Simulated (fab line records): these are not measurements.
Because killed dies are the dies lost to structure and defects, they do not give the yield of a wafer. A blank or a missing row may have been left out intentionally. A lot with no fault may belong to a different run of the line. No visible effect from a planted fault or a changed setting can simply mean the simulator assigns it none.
Matching of chambers | flow n5Finfet | 3 sister chambers for N5_BEOL_M12_DEP_53 on pecvd-01
The step deposits SiCN from 3MS/NH3, target thk 30 nm, time 10.5 s. 18 wafers are shown with their chamber, then 9 later ones without.

WAFERS, EACH WITH ITS CHAMBER
wafer  | chamber | showerheadPlenumPTorr (Torr) | throttleValvePct (%)
L074.3 | 0       | 4.192                        | 17.1
L074.4 | 1       | 4.190                        | 17.1
L074.6 | 1       | 4.197                        | 17.1
L076.1 | 2       | 4.180                        | 17.4
L076.2 | 1       | 4.195                        | 16.9
L076.3 | 0       | 4.187                        | 17.2
L076.4 | 0       | 4.183                        | 17.2
L076.5 | 1       | 4.194                        | 17.2
L076.6 | 2       | 4.168                        | 17.4
L080.1 | 2       | 4.172                        | 17.5
L080.3 | 0       | 4.190                        | 17.5
L080.4 | 2       | 4.165                        | 17.6
L081.1 | 1       | 4.196                        | 17.3
L081.2 | 0       | 4.206                        | 17.4
L081.3 | 2       | 4.176                        | 17.9
L081.4 | 2       | 4.167                        | 17.5
L081.5 | 0       | 4.193                        | 17.3
L081.6 | 1       | 4.198                        | 17.0

SIGNATURES, as means of the wafers listed above
reading               | chamber 0 | chamber 1 | chamber 2 | scatter within a chamber
showerheadPlenumPTorr | 4.19183   | 4.19500   | 4.17133   | 0.00585
throttleValvePct      | 17.283    | 17.100    | 17.550    | 0.16
Rule: for each reading, subtract the chamber's mean from the wafer's reading, divide by that reading's scatter and square the result; add these up over the readings and take the root, which gives the wafer's distance from the chamber. If the next closest chamber is less than 2 further off than the closest, the wafer can't be placed; otherwise it belongs to the closest. The scatter: the root of (the sum of the squares of (reading less its chamber's mean) over the shown wafers, divided by (wafers less chambers)).

WAFERS MISSING THEIR CHAMBER
wafer  | showerheadPlenumPTorr (Torr) | throttleValvePct (%)
L083.4 | 4.191                        | 17.3
L083.5 | 4.204                        | 17.3
L083.6 | 4.167                        | 17.7
L085.1 | 4.194                        | 17.2
L085.2 | 4.200                        | 17.0
L085.6 | 4.192                        | 17.5
L089.2 | 4.171                        | 17.6
L089.4 | 4.172                        | 17.9
L089.6 | 4.184                        | 17.2

CHAMBER TAKEN BY EACH
wafer  | from the rows above          | in truth
L083.4 | can't be placed: 0 or 1      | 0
L083.5 | can't be placed: 1 or 0      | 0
L083.6 | 2                            | 2
L085.1 | can't be placed: 0 or 1      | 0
L085.2 | can't be placed: 1 or 0      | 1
L085.6 | can't be placed: 0 or 1      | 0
L089.2 | 2                            | 2
L089.4 | 2                            | 2
L089.6 | can't be placed: 0 or 1 or 2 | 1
Correct placement for 3 of the 9. Can't be placed from these rows: 6 (the true chamber is among the candidates in 6). Wrongly placed: 0.
